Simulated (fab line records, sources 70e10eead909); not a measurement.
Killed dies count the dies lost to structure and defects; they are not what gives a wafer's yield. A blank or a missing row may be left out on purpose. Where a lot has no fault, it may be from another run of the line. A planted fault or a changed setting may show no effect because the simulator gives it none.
Chamber matching ; flow nand-harc ; 4 sister chambers for NHARC_A_STAIRCASE_DESCUM_168 on rie-diel-13
The step chemistry O2, time 3 s. 14 wafers are shown with their chamber, then 7 later ones without.

## WAFERS PAIRED WITH THEIR CHAMBERS
wafer;chamber;showerhead-plenum-p-Torr (Torr);drypump-motor-current-A (A);rf-vpp-V (V)
L082.2;2;1.79;5.5;56.8
L082.3;1;1.94;5.4;59.6
L082.6;0;1.98;5.4;58.6
L087.1;2;1.78;5.5;56.9
L087.3;1;1.94;5.4;56.7
L087.6;1;1.94;5.4;57.2
L090.2;0;1.97;5.3;58.1
L090.5;3;2.07;5.8;58.0
L090.6;2;1.78;5.5;56.8
L094.3;0;1.97;5.4;58.6
L094.4;3;2.07;5.8;57.6
L094.5;1;1.93;5.4;56.9
L096.3;3;2.07;5.8;58.9
L096.5;1;1.93;5.4;58.7

SIGNATURES (means of the wafers above)
reading;chamber 0;chamber 1;chamber 2;chamber 3;scatter within a chamber
showerhead-plenum-p-Torr;1.9733;1.9360;1.7833;2.0700;0.00503
drypump-motor-current-A;5.367;5.400;5.500;5.800;0.0258
rf-vpp-V;58.433;57.820;56.833;58.167;0.865
Rule: for each reading, subtract the chamber's mean from the wafer's reading, divide by that reading's scatter and square the result; add these up over the readings and take the root, which gives the wafer's distance from the chamber. The wafer belongs to the nearest chamber; if the next one is less than 2 further off, it can't be placed. The scatter: take each reading less its chamber's mean, square it, sum over the shown wafers, divide by the number of wafers less the number of chambers, and take the root.

## WAFERS MISSING THEIR CHAMBER
wafer;showerhead-plenum-p-Torr (Torr);drypump-motor-current-A (A);rf-vpp-V (V)
L096.6;1.97;5.4;57.4
L095.1;2.07;5.8;58.2
L095.2;1.93;5.4;57.8
L095.4;1.97;5.3;57.0
L097.2;1.93;5.4;58.6
L097.5;1.97;5.3;57.9
L097.6;1.93;5.4;57.3

## EACH ONE'S CHAMBER
wafer;from the rows above;in truth
L096.6;0;0
L095.1;3;3
L095.2;1;1
L095.4;0;0
L097.2;1;1
L097.5;0;0
L097.6;1;1
7 of 7 placed correctly. From these rows, 0 cannot be placed. Placed wrongly: 0.
